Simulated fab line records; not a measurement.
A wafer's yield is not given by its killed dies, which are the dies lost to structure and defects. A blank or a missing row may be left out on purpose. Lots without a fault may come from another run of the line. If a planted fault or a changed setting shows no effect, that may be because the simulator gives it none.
Matching of chambers / flow n5 finfet / rie si-01 running N5_DUMMY_GATE_ETCH_23: 4 sister chambers
The step etches poly-Si in HBr/Cl2/O2, target depth 41 nm, time 22.3 s. 8 wafers are shown with their chamber, then 7 later ones without.

WAFERS PAIRED WITH THEIR CHAMBERS
wafer=L079.5; chamber=1; throttle valve pct (%)=37.56; drypump motor current A (A)=5.2
wafer=L088.2; chamber=1; throttle valve pct (%)=37.57; drypump motor current A (A)=5.3
wafer=L088.4; chamber=3; throttle valve pct (%)=36.98; drypump motor current A (A)=5.9
wafer=L091.1; chamber=2; throttle valve pct (%)=36.99; drypump motor current A (A)=4.6
wafer=L091.4; chamber=0; throttle valve pct (%)=37.06; drypump motor current A (A)=6.1
wafer=L091.5; chamber=0; throttle valve pct (%)=37.05; drypump motor current A (A)=6.1
wafer=L093.2; chamber=2; throttle valve pct (%)=36.98; drypump motor current A (A)=4.7
wafer=L093.3; chamber=3; throttle valve pct (%)=36.97; drypump motor current A (A)=5.9

WAFERS WITH NO CHAMBER GIVEN
wafer=L093.4; throttle valve pct (%)=37.56; drypump motor current A (A)=5.3
wafer=L094.1; throttle valve pct (%)=37.57; drypump motor current A (A)=5.2
wafer=L094.4; throttle valve pct (%)=36.99; drypump motor current A (A)=4.6
wafer=L094.5; throttle valve pct (%)=37.58; drypump motor current A (A)=5.3
wafer=L095.2; throttle valve pct (%)=36.99; drypump motor current A (A)=4.6
wafer=L095.4; throttle valve pct (%)=37.57; drypump motor current A (A)=5.3
wafer=L095.6; throttle valve pct (%)=37.06; drypump motor current A (A)=6.1

EACH ONE'S CHAMBER
wafer=L093.4; from the rows above=1; in truth=1
wafer=L094.1; from the rows above=1; in truth=1
wafer=L094.4; from the rows above=2; in truth=2
wafer=L094.5; from the rows above=1; in truth=1
wafer=L095.2; from the rows above=2; in truth=2
wafer=L095.4; from the rows above=1; in truth=1
wafer=L095.6; from the rows above=0; in truth=0
7 of 7 placed correctly. Not placeable from these rows: 0. 0 placed wrongly.
How it was worked out, from the rows above alone: a wafer's distance from a chamber is the root of the sum, over the readings, of the square of ((its reading less the chamber's mean) divided by the reading's scatter). The wafer belongs to the nearest chamber; if the next one is less than 2 further off, it can't be placed. For every chamber, the mean is computed from those of its wafers that are shown. The scatter: the root of (the sum of the squares of (reading less its chamber's mean) over the shown wafers, divided by (wafers less chambers)).
